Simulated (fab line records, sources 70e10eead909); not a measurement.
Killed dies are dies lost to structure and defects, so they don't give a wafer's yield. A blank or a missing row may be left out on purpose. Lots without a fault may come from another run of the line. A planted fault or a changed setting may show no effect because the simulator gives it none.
One fault seen from 3 desks | flow nand_harc | each desk has only its own numbers; what lay behind them comes last

THE METROLOGY DESK
What the gauges read, lot by lot, whatever tool the lot ran on: means of the sampled wafers that have a number. A lot is out of limits, marked OUT, if its mean lies more than 4 standard deviations from the usual mean; the brackets give that distance.
Columns: A = thk_nm at NHARC_A_M0_THK_MEAS_24, usual 114.1 nm
lot  | first seen here | A
L820 | day 17 21:21    | 116.2
L821 | day 18 04:36    | 114.1
L825 | day 18 09:07    | 112.8
L824 | day 19 06:16    | 114.6
L828 | day 20 00:41    | 114.5
L835 | day 21 16:25    | 115.1
L836 | day 21 20:55    | 112.2
L838 | day 22 13:49    | 115.7
L839 | day 22 14:07    | 114.4
L841 | day 23 05:38    | 113.1
L842 | day 23 10:10    | 113.5
L843 | day 23 17:55    | 114.5
This desk's finding: nothing out of limits on any of the 12 lots.

THE DEFECT DESK
What the inspections along the route counted, lot by lot: means of the sampled wafers that have a number. A lot is out of limits, marked OUT, if its mean lies more than 4 standard deviations from the usual mean; the brackets give that distance.
Columns: A = raw_defect_count at NHARC_A_M0_INSPECT_27, usual 428
lot  | first seen here | A
L820 | day 17 21:30    | 428
L821 | day 18 04:45    | 468
L825 | day 18 09:16    | 342
L824 | day 19 06:25    | 369
L828 | day 20 00:50    | 428
L835 | day 21 16:34    | 373
L836 | day 21 21:04    | 465
L838 | day 22 13:58    | 395
L839 | day 22 14:17    | 496
L841 | day 23 05:50    | 400
L842 | day 23 10:19    | 394
L843 | day 23 18:04    | 551
This desk's finding: nothing out of limits on any of the 12 lots.

THE TOOL OWNER'S DESK: litho_track-06
The tool's own readings at NHARC_A_M1_SOFTBAKE_04 (time 55 s): means of the sampled wafers that have a number, for each lot that ran on this tool. A lot is out of limits, marked OUT, if its mean lies more than 4 standard deviations from the usual mean; the brackets give that distance.
Columns: A = exhaust_pa at NHARC_A_M1_SOFTBAKE_04, usual 45.0 Pa; B = heater_power_total_W at NHARC_A_M1_SOFTBAKE_04, usual 188.44 W
lot  | first seen here | A    | B
L828 | day 20 01:00    | 43.8 | 209.11 (+99 or more) OUT
L842 | day 23 11:00    | 45.0 | 188.52
L843 | day 23 19:00    | 45.0 | 188.50
This desk's finding: out of limits on L828; first on L828, day 20 01:00 (heater_power_total_W at NHARC_A_M1_SOFTBAKE_04). In limits: L842, L843.

PUT TOGETHER
The tool owner's desk could have raised an alarm at day 20 01:00, on L828.
The metrology desk saw nothing out of limits.
The defect desk saw nothing out of limits.
The metrology desk has L828 on record, within its limits.
The defect desk has L828 on record, within its limits.
Of the lots named, all ran NHARC_A_M1_SOFTBAKE_04 on litho_track-06.

WHAT THE SIMULATOR HAD PUT IN
Process parameter drift: litho_track-06, from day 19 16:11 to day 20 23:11, at NHARC_A_M1_SOFTBAKE_04. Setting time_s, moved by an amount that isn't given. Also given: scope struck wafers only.
Lots struck among those shown: L828.
Hours from the fault's start to each desk's first reading out of limits: the tool owner's desk, 9.
